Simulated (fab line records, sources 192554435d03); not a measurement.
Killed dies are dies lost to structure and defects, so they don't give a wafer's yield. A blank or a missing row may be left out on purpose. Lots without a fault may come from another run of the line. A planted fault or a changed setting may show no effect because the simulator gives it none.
Which tool did it? | flow n5_finfet | 10 lots, 30 wafers sampled, at 2 steps of a route of 1938

WHAT THE GAUGES READ, wafer by wafer
N5_WELL_APT_INSPECT_10: inspects for defects (macro).
lot  | measured    | on                | raw_defect_count
L112 | day 1 13:52 | defect_inspect-01 | 2 3 2
L114 | day 2 01:44 | defect_inspect-01 | 1 4 2
L118 | day 3 01:43 | defect_inspect-02 | 1 5 1
L119 | day 3 07:53 | defect_inspect-01 | 2 1 1
L125 | day 4 19:58 | defect_inspect-02 | 0 1 3
L127 | day 5 07:50 | defect_inspect-02 | 1 1 6
L130 | day 6 01:41 | defect_inspect-02 | 1 0 3
L131 | day 6 07:48 | defect_inspect-01 | 1 4 0
L133 | day 6 20:00 | defect_inspect-02 | 2 2 3
L134 | day 7 01:55 | defect_inspect-02 | 3 5 2

WHICH TOOL RAN EACH LOT (tool, then ch and the chambers of the sampled wafers, then the start)
lot  | N5_ZERO_LAYER_DESCUM_16
L112 | rie_diel-06 ch 1,3, day 1 12:49
L114 | rie_diel-05 ch 0,2,3, day 2 00:48
L118 | rie_diel-04 ch 0,2, day 3 00:46
L119 | rie_diel-04 ch 0,2, day 3 06:49
L125 | rie_diel-04 ch 0,1, day 4 18:48
L127 | rie_diel-06 ch 1,2, day 5 06:43
L130 | rie_diel-04 ch 0,1,2, day 6 00:43
L131 | rie_diel-06 ch 0,2,3, day 6 06:45
L133 | rie_diel-06 ch 1,2, day 6 18:41
L134 | rie_diel-06 ch 0,1,3, day 7 00:59
- N5_ZERO_LAYER_DESCUM_16: chemistry O2, time 7.9 s.

THE ANSWER, worked out from the rows above alone
Rule: what is usual is taken from the lots themselves. Put in order of their means at a reading, lots are off if they are a third of the lots or fewer, leave a main group of 4 or more, and stand apart from it by a gap of 3 or more times the standard deviation of the main group's means; of several such gaps the widest counts. A main group whose means are all the same, to the digits that the tables above print for the reading, isn't used. A lot without any number at a reading at which 4 lots or more have one is off too. The other lots that the step has rows for count as sound.
No lot is off at any reading shown: from this, nothing can be told.

WHAT THE SIMULATOR HAD PUT IN
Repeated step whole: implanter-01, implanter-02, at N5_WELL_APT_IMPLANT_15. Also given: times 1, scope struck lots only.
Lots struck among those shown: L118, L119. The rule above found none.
